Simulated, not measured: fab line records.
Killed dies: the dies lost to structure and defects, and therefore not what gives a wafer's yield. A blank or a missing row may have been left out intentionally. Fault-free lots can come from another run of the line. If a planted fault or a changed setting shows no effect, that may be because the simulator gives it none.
Split-lot experiment :: flow n5-finfet :: 39 wafers read from 7 lots, route of 1938 steps

## ON THE SPLIT
At N5_BEOL_M11_ALD_74 (deposits TaN, target thk 2 nm, pulse time 2 s, purge time 3 s), the setting ald-cycles was moved away from the recipe's 40 on 12 of the 39 wafers read, by +30.0% to +57.5%. For the rest of the wafers, this setting stayed at what the recipe calls for.

The reading comes from the split's own step.

## THE READING
TaN_of_BEOL_M11_ALD_74.thk-nm (the simulator's own value, which no gauge read), in nm, at N5_BEOL_M11_ALD_74 (deposits TaN, target thk 2 nm, pulse time 2 s, purge time 3 s). The file does not state a usual value for it.

wafer: L080.1
tool, chamber at the split: ald-metal-03, 1
ald-cycles as run: 54
against the recipe: +35.0%
TaN_of_BEOL_M11_ALD_74.thk-nm, nm: 2.8
against lot-mates on the recipe: +0.8

wafer: L080.2
tool, chamber at the split: ald-metal-03, 0,2,1
ald-cycles as run: 40
against the recipe: recipe
TaN_of_BEOL_M11_ALD_74.thk-nm, nm: 2
against lot-mates on the recipe: -

wafer: L080.3
tool, chamber at the split: ald-metal-03, 0,2,1
ald-cycles as run: 40
against the recipe: recipe
TaN_of_BEOL_M11_ALD_74.thk-nm, nm: 2
against lot-mates on the recipe: -

wafer: L080.5
tool, chamber at the split: ald-metal-03, 0,2,1
ald-cycles as run: 40
against the recipe: recipe
TaN_of_BEOL_M11_ALD_74.thk-nm, nm: 2
against lot-mates on the recipe: -

wafer: L080.4
tool, chamber at the split: ald-metal-03, 3,0
ald-cycles as run: 54
against the recipe: +35.0%
TaN_of_BEOL_M11_ALD_74.thk-nm, nm: 2.6
against lot-mates on the recipe: +0.6

wafer: L080.6
tool, chamber at the split: ald-metal-03, 3,0
ald-cycles as run: 54
against the recipe: +35.0%
TaN_of_BEOL_M11_ALD_74.thk-nm, nm: 2.6
against lot-mates on the recipe: +0.6

wafer: L082.1
tool, chamber at the split: ald-metal-02, 1,0
ald-cycles as run: 54
against the recipe: +35.0%
TaN_of_BEOL_M11_ALD_74.thk-nm, nm: 2.6
against lot-mates on the recipe: +0.6

wafer: L082.5
tool, chamber at the split: ald-metal-02, 1,0
ald-cycles as run: 54
against the recipe: +35.0%
TaN_of_BEOL_M11_ALD_74.thk-nm, nm: 2.6
against lot-mates on the recipe: +0.6

wafer: L082.2
tool, chamber at the split: ald-metal-02, 2
ald-cycles as run: 54
against the recipe: +35.0%
TaN_of_BEOL_M11_ALD_74.thk-nm, nm: 2.8
against lot-mates on the recipe: +0.8

wafer: L082.3
tool, chamber at the split: ald-metal-02, 3,0,3
ald-cycles as run: 40
against the recipe: recipe
TaN_of_BEOL_M11_ALD_74.thk-nm, nm: 2
against lot-mates on the recipe: -

wafer: L082.4
tool, chamber at the split: ald-metal-02, 3,0,3
ald-cycles as run: 40
against the recipe: recipe
TaN_of_BEOL_M11_ALD_74.thk-nm, nm: 2
against lot-mates on the recipe: -

wafer: L082.6
tool, chamber at the split: ald-metal-02, 3,0,3
ald-cycles as run: 40
against the recipe: recipe
TaN_of_BEOL_M11_ALD_74.thk-nm, nm: 2
against lot-mates on the recipe: -

wafer: L084.1
tool, chamber at the split: ald-metal-01, 0,2,1
ald-cycles as run: 40
against the recipe: recipe
TaN_of_BEOL_M11_ALD_74.thk-nm, nm: 2
against lot-mates on the recipe: -

wafer: L084.4
tool, chamber at the split: ald-metal-01, 0,2,1
ald-cycles as run: 40
against the recipe: recipe
TaN_of_BEOL_M11_ALD_74.thk-nm, nm: 2
against lot-mates on the recipe: -

wafer: L084.6
tool, chamber at the split: ald-metal-01, 0,2,1
ald-cycles as run: 40
against the recipe: recipe
TaN_of_BEOL_M11_ALD_74.thk-nm, nm: 2
against lot-mates on the recipe: -

wafer: L084.2
tool, chamber at the split: ald-metal-01, 1,2,0
ald-cycles as run: 52
against the recipe: +30.0%
TaN_of_BEOL_M11_ALD_74.thk-nm, nm: 2.6
against lot-mates on the recipe: +0.6

wafer: L084.3
tool, chamber at the split: ald-metal-01, 1,2,0
ald-cycles as run: 52
against the recipe: +30.0%
TaN_of_BEOL_M11_ALD_74.thk-nm, nm: 2.6
against lot-mates on the recipe: +0.6

wafer: L084.5
tool, chamber at the split: ald-metal-01, 1,2,0
ald-cycles as run: 52
against the recipe: +30.0%
TaN_of_BEOL_M11_ALD_74.thk-nm, nm: 2.6
against lot-mates on the recipe: +0.6

wafer: L086.1
tool, chamber at the split: ald-metal-01, 0,0,2
ald-cycles as run: 40
against the recipe: recipe
TaN_of_BEOL_M11_ALD_74.thk-nm, nm: 2
against lot-mates on the recipe: -

wafer: L086.5
tool, chamber at the split: ald-metal-01, 0,0,2
ald-cycles as run: 40
against the recipe: recipe
TaN_of_BEOL_M11_ALD_74.thk-nm, nm: 2
against lot-mates on the recipe: -

wafer: L086.6
tool, chamber at the split: ald-metal-01, 0,0,2
ald-cycles as run: 40
against the recipe: recipe
TaN_of_BEOL_M11_ALD_74.thk-nm, nm: 2
against lot-mates on the recipe: -

wafer: L094.1
tool, chamber at the split: ald-metal-01, 2,1,3,0,2,1
ald-cycles as run: 40
against the recipe: recipe
TaN_of_BEOL_M11_ALD_74.thk-nm, nm: 2
against lot-mates on the recipe: -

wafer: L094.2
tool, chamber at the split: ald-metal-01, 2,1,3,0,2,1
ald-cycles as run: 40
against the recipe: recipe
TaN_of_BEOL_M11_ALD_74.thk-nm, nm: 2
against lot-mates on the recipe: -

wafer: L094.3
tool, chamber at the split: ald-metal-01, 2,1,3,0,2,1
ald-cycles as run: 40
against the recipe: recipe
TaN_of_BEOL_M11_ALD_74.thk-nm, nm: 2
against lot-mates on the recipe: -

wafer: L094.4
tool, chamber at the split: ald-metal-01, 2,1,3,0,2,1
ald-cycles as run: 40
against the recipe: recipe
TaN_of_BEOL_M11_ALD_74.thk-nm, nm: 2
against lot-mates on the recipe: -

wafer: L094.5
tool, chamber at the split: ald-metal-01, 2,1,3,0,2,1
ald-cycles as run: 40
against the recipe: recipe
TaN_of_BEOL_M11_ALD_74.thk-nm, nm: 2
against lot-mates on the recipe: -

wafer: L094.6
tool, chamber at the split: ald-metal-01, 2,1,3,0,2,1
ald-cycles as run: 40
against the recipe: recipe
TaN_of_BEOL_M11_ALD_74.thk-nm, nm: 2
against lot-mates on the recipe: -

wafer: L096.1
tool, chamber at the split: ald-metal-03, 2,1,0
ald-cycles as run: 63
against the recipe: +57.5%
TaN_of_BEOL_M11_ALD_74.thk-nm, nm: 3.2
against lot-mates on the recipe: +1.2

wafer: L096.2
tool, chamber at the split: ald-metal-03, 2,1,0
ald-cycles as run: 63
against the recipe: +57.5%
TaN_of_BEOL_M11_ALD_74.thk-nm, nm: 3.2
against lot-mates on the recipe: +1.2

wafer: L096.5
tool, chamber at the split: ald-metal-03, 2,1,0
ald-cycles as run: 63
against the recipe: +57.5%
TaN_of_BEOL_M11_ALD_74.thk-nm, nm: 3.2
against lot-mates on the recipe: +1.2

wafer: L096.3
tool, chamber at the split: ald-metal-03, 0,1,2
ald-cycles as run: 40
against the recipe: recipe
TaN_of_BEOL_M11_ALD_74.thk-nm, nm: 2
against lot-mates on the recipe: -

wafer: L096.4
tool, chamber at the split: ald-metal-03, 0,1,2
ald-cycles as run: 40
against the recipe: recipe
TaN_of_BEOL_M11_ALD_74.thk-nm, nm: 2
against lot-mates on the recipe: -

wafer: L096.6
tool, chamber at the split: ald-metal-03, 0,1,2
ald-cycles as run: 40
against the recipe: recipe
TaN_of_BEOL_M11_ALD_74.thk-nm, nm: 2
against lot-mates on the recipe: -

wafer: L095.1
tool, chamber at the split: ald-metal-02, 2,0,3,1,1,2
ald-cycles as run: 40
against the recipe: recipe
TaN_of_BEOL_M11_ALD_74.thk-nm, nm: 2
against lot-mates on the recipe: -

wafer: L095.2
tool, chamber at the split: ald-metal-02, 2,0,3,1,1,2
ald-cycles as run: 40
against the recipe: recipe
TaN_of_BEOL_M11_ALD_74.thk-nm, nm: 2
against lot-mates on the recipe: -

wafer: L095.3
tool, chamber at the split: ald-metal-02, 2,0,3,1,1,2
ald-cycles as run: 40
against the recipe: recipe
TaN_of_BEOL_M11_ALD_74.thk-nm, nm: 2
against lot-mates on the recipe: -

wafer: L095.4
tool, chamber at the split: ald-metal-02, 2,0,3,1,1,2
ald-cycles as run: 40
against the recipe: recipe
TaN_of_BEOL_M11_ALD_74.thk-nm, nm: 2
against lot-mates on the recipe: -

wafer: L095.5
tool, chamber at the split: ald-metal-02, 2,0,3,1,1,2
ald-cycles as run: 40
against the recipe: recipe
TaN_of_BEOL_M11_ALD_74.thk-nm, nm: 2
against lot-mates on the recipe: -

wafer: L095.6
tool, chamber at the split: ald-metal-02, 2,0,3,1,1,2
ald-cycles as run: 40
against the recipe: recipe
TaN_of_BEOL_M11_ALD_74.thk-nm, nm: 2
against lot-mates on the recipe: -
When a row names more than one chamber, that row covers several wafers, and the file does not tell which wafer ran in which chamber.

FIT RESULTS
A straight line over all 39 wafers: TaN_of_BEOL_M11_ALD_74.thk-nm changes by +0.0202 nm for each +1% of ald-cycles; r = +0.99; the points scatter about the line by 0.043 nm.
The same after taking each lot's own level away (the mean of its wafers on the recipe; 39 wafers): +0.0202 nm for each +1%; r = +0.99; scatter 0.043 nm.
Per that fit: largest ald-cycles move, reading shift of 1.2 nm.
The lots' own levels span 2.00 to 2.00 nm.
The two slopes agree, so the slope changes little with the lot-to-lot level.
Check: for one of the wafers moved furthest among these (+57.5%), held out of the fit, the line's prediction against its lot-mates is +1.15 nm. It came out at +1.2 nm against them.

## OTHER SPLITS APPLIED TO THESE WAFERS
Before the reading, these wafers also passed through other splits. Each is held against what the fit with the lots' levels taken away leaves over:
other split on the same wafers: N5_MOL_CONTACT_COAG_ALD_123 ald-cycles
wafers away from the commonest value: 15
r with TaN_of_BEOL_M11_ALD_74.thk-nm (lot level and that fit taken away): -0.13

other split on the same wafers: N5_BEOL_M0_SAQP_ETCH_106 target-depth-a
wafers away from the commonest value: 15
r with TaN_of_BEOL_M11_ALD_74.thk-nm (lot level and that fit taken away): +0.06

other split on the same wafers: N5_BEOL_M5_DEP_56 target-thk-a
wafers away from the commonest value: 12
r with TaN_of_BEOL_M11_ALD_74.thk-nm (lot level and that fit taken away): -0.04

other split on the same wafers: N5_BEOL_M9_DESCUM_16 time-s
wafers away from the commonest value: 12
r with TaN_of_BEOL_M11_ALD_74.thk-nm (lot level and that fit taken away): -0.07

## THE FILE'S OWN FIT
TaN_of_BEOL_M11_ALD_74.thk-nm changes by +0.0201 nm for each +1% of ald-cycles, r = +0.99.
